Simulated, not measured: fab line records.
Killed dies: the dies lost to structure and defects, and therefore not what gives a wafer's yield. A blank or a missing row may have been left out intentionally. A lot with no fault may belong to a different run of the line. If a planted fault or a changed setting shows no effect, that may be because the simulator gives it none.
Chamber matching :: flow n5 finfet :: 4 sister chambers for N5_ILD0_CMP_03 on cmp-02
The step polishes, stops on SiNx, t overpolish 1.9 s, target thk 197.38 nm. 22 wafers are shown with their chamber, then 11 later ones without.

== WAFERS PAIRED WITH THEIR CHAMBERS ==
wafer: L074.3
chamber: 3
motor current A (A): 11.6
time to endpoint s (s): 72
edge zone pressure frac: 1.013

wafer: L074.4
chamber: 0
motor current A (A): 13.0
time to endpoint s (s): 67
edge zone pressure frac: 1.001

wafer: L074.5
chamber: 3
motor current A (A): 11.1
time to endpoint s (s): 72
edge zone pressure frac: 0.999

wafer: L076.2
chamber: 1
motor current A (A): 12.6
time to endpoint s (s): 63
edge zone pressure frac: 0.986

wafer: L076.3
chamber: 3
motor current A (A): 11.2
time to endpoint s (s): 66
edge zone pressure frac: 1.000

wafer: L076.4
chamber: 0
motor current A (A): 13.3
time to endpoint s (s): 59
edge zone pressure frac: 1.007

wafer: L079.2
chamber: 3
motor current A (A): 11.5
time to endpoint s (s): 70
edge zone pressure frac: 1.006

wafer: L079.4
chamber: 0
motor current A (A): 13.0
time to endpoint s (s): 68
edge zone pressure frac: 0.993

wafer: L079.6
chamber: 1
motor current A (A): 12.2
time to endpoint s (s): 65
edge zone pressure frac: 1.001

wafer: L080.1
chamber: 1
motor current A (A): 12.5
time to endpoint s (s): 70
edge zone pressure frac: 0.993

wafer: L080.2
chamber: 2
motor current A (A): 13.0
time to endpoint s (s): 75
edge zone pressure frac: 1.005

wafer: L080.4
chamber: 3
motor current A (A): 11.7
time to endpoint s (s): 75
edge zone pressure frac: 1.005

wafer: L082.1
chamber: 0
motor current A (A): 13.5
time to endpoint s (s): 68
edge zone pressure frac: 0.998

wafer: L082.3
chamber: 3
motor current A (A): 11.0
time to endpoint s (s): 70
edge zone pressure frac: 0.999

wafer: L082.5
chamber: 0
motor current A (A): 13.9
time to endpoint s (s): 70
edge zone pressure frac: 0.999

wafer: L085.3
chamber: 0
motor current A (A): 13.2
time to endpoint s (s): 66
edge zone pressure frac: 1.004

wafer: L085.4
chamber: 1
motor current A (A): 12.5
time to endpoint s (s): 64
edge zone pressure frac: 1.004

wafer: L085.5
chamber: 1
motor current A (A): 12.7
time to endpoint s (s): 67
edge zone pressure frac: 0.999

wafer: L087.1
chamber: 1
motor current A (A): 12.0
time to endpoint s (s): 66
edge zone pressure frac: 1.004

wafer: L087.2
chamber: 2
motor current A (A): 12.8
time to endpoint s (s): 68
edge zone pressure frac: 1.003

wafer: L087.5
chamber: 3
motor current A (A): 10.6
time to endpoint s (s): 69
edge zone pressure frac: 1.000

wafer: L088.2
chamber: 3
motor current A (A): 11.2
time to endpoint s (s): 72
edge zone pressure frac: 1.007

SIGNATURES, as means of the wafers listed above
reading: motor current A
chamber 0: 13.317
chamber 1: 12.417
chamber 2: 12.900
chamber 3: 11.237
scatter within a chamber: 0.321

reading: time to endpoint s
chamber 0: 66.33
chamber 1: 65.83
chamber 2: 71.50
chamber 3: 70.75
scatter within a chamber: 3.15

reading: edge zone pressure frac
chamber 0: 1.00033
chamber 1: 0.99783
chamber 2: 1.00400
chamber 3: 1.00362
scatter within a chamber: 0.00552
Rule: a wafer lies at a distance from a chamber equal to the root of the sum of squares, over the readings, of (its reading less the chamber's mean, divided by the reading's scatter). If the next closest chamber is less than 2 further off than the closest, the wafer can't be placed; otherwise it belongs to the closest. The scatter: take each reading less its chamber's mean, square it, sum over the shown wafers, divide by the number of wafers less the number of chambers, and take the root.

== WAFERS WITH NO CHAMBER GIVEN ==
wafer: L088.4
motor current A (A): 12.6
time to endpoint s (s): 66
edge zone pressure frac: 1.005

wafer: L088.5
motor current A (A): 12.3
time to endpoint s (s): 69
edge zone pressure frac: 1.005

wafer: L090.1
motor current A (A): 12.2
time to endpoint s (s): 71
edge zone pressure frac: 0.993

wafer: L090.2
motor current A (A): 12.9
time to endpoint s (s): 73
edge zone pressure frac: 0.993

wafer: L090.5
motor current A (A): 13.8
time to endpoint s (s): 70
edge zone pressure frac: 0.999

wafer: L093.3
motor current A (A): 11.4
time to endpoint s (s): 73
edge zone pressure frac: 1.006

wafer: L093.5
motor current A (A): 11.5
time to endpoint s (s): 72
edge zone pressure frac: 1.005

wafer: L093.6
motor current A (A): 11.8
time to endpoint s (s): 70
edge zone pressure frac: 1.013

wafer: L097.1
motor current A (A): 12.4
time to endpoint s (s): 67
edge zone pressure frac: 1.001

wafer: L097.4
motor current A (A): 11.5
time to endpoint s (s): 70
edge zone pressure frac: 0.993

wafer: L097.6
motor current A (A): 11.8
time to endpoint s (s): 66
edge zone pressure frac: 1.010

== THE CHAMBER EACH PASSED THROUGH ==
wafer: L088.4
from the rows above: can't be placed: 1 or 2 or 0
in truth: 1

wafer: L088.5
from the rows above: can't be placed: 1 or 2 or 3 or 0
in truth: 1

wafer: L090.1
from the rows above: can't be placed: 1 or 2 or 3
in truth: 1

wafer: L090.2
from the rows above: can't be placed: 2 or 0 or 1
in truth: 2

wafer: L090.5
from the rows above: can't be placed: 0 or 2
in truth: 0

wafer: L093.3
from the rows above: 3
in truth: 3

wafer: L093.5
from the rows above: 3
in truth: 3

wafer: L093.6
from the rows above: can't be placed: 3 or 1 or 2
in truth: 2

wafer: L097.1
from the rows above: can't be placed: 1 or 2
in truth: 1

wafer: L097.4
from the rows above: can't be placed: 3 or 1
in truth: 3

wafer: L097.6
from the rows above: can't be placed: 3 or 1 or 2
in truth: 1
Placed correctly: 2 of 11. Not placeable from these rows: 9 (in 9, the candidates include the true chamber). 0 placed wrongly.
